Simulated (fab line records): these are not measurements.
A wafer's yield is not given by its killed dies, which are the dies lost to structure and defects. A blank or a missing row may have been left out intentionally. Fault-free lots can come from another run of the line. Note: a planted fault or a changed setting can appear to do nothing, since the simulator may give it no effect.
Chamber matching :: flow nand_harc :: ald_metal-02 running NHARC_A_CONTACT_ALD_18: 4 sister chambers
The step deposits TiN, target thk 3 nm, pulse time 1 s, ald cycles 150. 4 wafers are shown with their chamber, then 10 later ones without.

WAFERS WITH THEIR CHAMBER
wafer: L082.3
chamber: 3
heater_power_w (W): 1057

wafer: L089.3
chamber: 1
heater_power_w (W): 1112

wafer: L088.1
chamber: 2
heater_power_w (W): 1099

wafer: L088.5
chamber: 0
heater_power_w (W): 982

WAFERS WITH NO CHAMBER GIVEN
wafer: L088.6
heater_power_w (W): 1075

wafer: L093.2
heater_power_w (W): 1115

wafer: L093.3
heater_power_w (W): 1099

wafer: L093.4
heater_power_w (W): 986

wafer: L094.3
heater_power_w (W): 991

wafer: L094.5
heater_power_w (W): 1038

wafer: L094.6
heater_power_w (W): 992

wafer: L095.1
heater_power_w (W): 1081

wafer: L095.3
heater_power_w (W): 1101

wafer: L095.4
heater_power_w (W): 1004

THE CHAMBER EACH PASSED THROUGH
wafer: L088.6
from the rows above: can't be placed: 3 or 2 or 1
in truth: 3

wafer: L093.2
from the rows above: can't be placed: 1 or 2
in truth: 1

wafer: L093.3
from the rows above: can't be placed: 2 or 1
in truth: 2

wafer: L093.4
from the rows above: 0
in truth: 0

wafer: L094.3
from the rows above: 0
in truth: 0

wafer: L094.5
from the rows above: 3
in truth: 3

wafer: L094.6
from the rows above: 0
in truth: 0

wafer: L095.1
from the rows above: can't be placed: 2 or 3 or 1
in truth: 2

wafer: L095.3
from the rows above: can't be placed: 2 or 1
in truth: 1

wafer: L095.4
from the rows above: 0
in truth: 0
5 of 10 placed correctly. From these rows, 5 cannot be placed; in 5 the true chamber is one of the candidates. 0 placed wrongly.
How it was worked out, from the rows above alone: a wafer's distance from a chamber is the root of the sum, over the readings, of the square of ((its reading less the chamber's mean) divided by the reading's scatter). If the next closest chamber is less than 2 further off than the closest, the wafer can't be placed; otherwise it belongs to the closest. The mean given for a chamber averages the wafers shown for that chamber. The scatter: with one shown wafer a chamber, the root of the mean of the squares of how far each hidden wafer lies from its nearest shown one.
